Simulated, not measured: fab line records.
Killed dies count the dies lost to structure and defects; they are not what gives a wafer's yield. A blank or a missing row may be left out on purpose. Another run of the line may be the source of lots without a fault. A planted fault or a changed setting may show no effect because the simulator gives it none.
Which tool was responsible? ; flow nand-harc ; 21 wafers sampled from 7 lots at 1 step of a route of 1302

WHAT THE GAUGES SHOWED, per wafer
NHARC_P_M2_OVL_MEAS_10: pitch 340 nm.
lot;measured;on;overlay-x-nm (nm)
L260;day 7 00:34;overlay-02;-0.5 -0.4 -0.8
L262;day 8 00:43;overlay-02;-0.5 0.0 -0.6
L268;day 10 10:43;overlay-02;-1.3 -0.5 -0.6
L272;day 12 15:02;overlay-01;0.6 0.8 0.4
L275;day 13 10:40;overlay-02;-0.2 -1.0 0.3
L278;day 14 23:06;overlay-02;0.0 -0.4 0.2
L280;day 16 01:38;overlay-01;-1.6 -1.5 -1.7

TOOL THAT RAN EACH LOT (tool first, then ch and the chambers of the sampled wafers, then the start)
No process step before these readings appears in the record.

THE ANSWER, worked out from the rows above alone
Rule: the lots themselves supply what counts as usual. The widest of any qualifying gaps counts: lots, ordered by their means at a reading, are off when they make up no more than a third of the lots, leave a main group of 4 or more, and stand apart from it by 3 or more times the standard deviation of that group's means. If all means in a main group match to the digits the tables above print for the reading, that group is not used. Also off: a lot with no number at a reading for which 4 or more lots have one. All remaining lots with rows at the step are treated as sound.
Across all readings shown, no lot is off: no conclusion can be drawn from this.

WHAT THE SIMULATOR HAD PUT IN
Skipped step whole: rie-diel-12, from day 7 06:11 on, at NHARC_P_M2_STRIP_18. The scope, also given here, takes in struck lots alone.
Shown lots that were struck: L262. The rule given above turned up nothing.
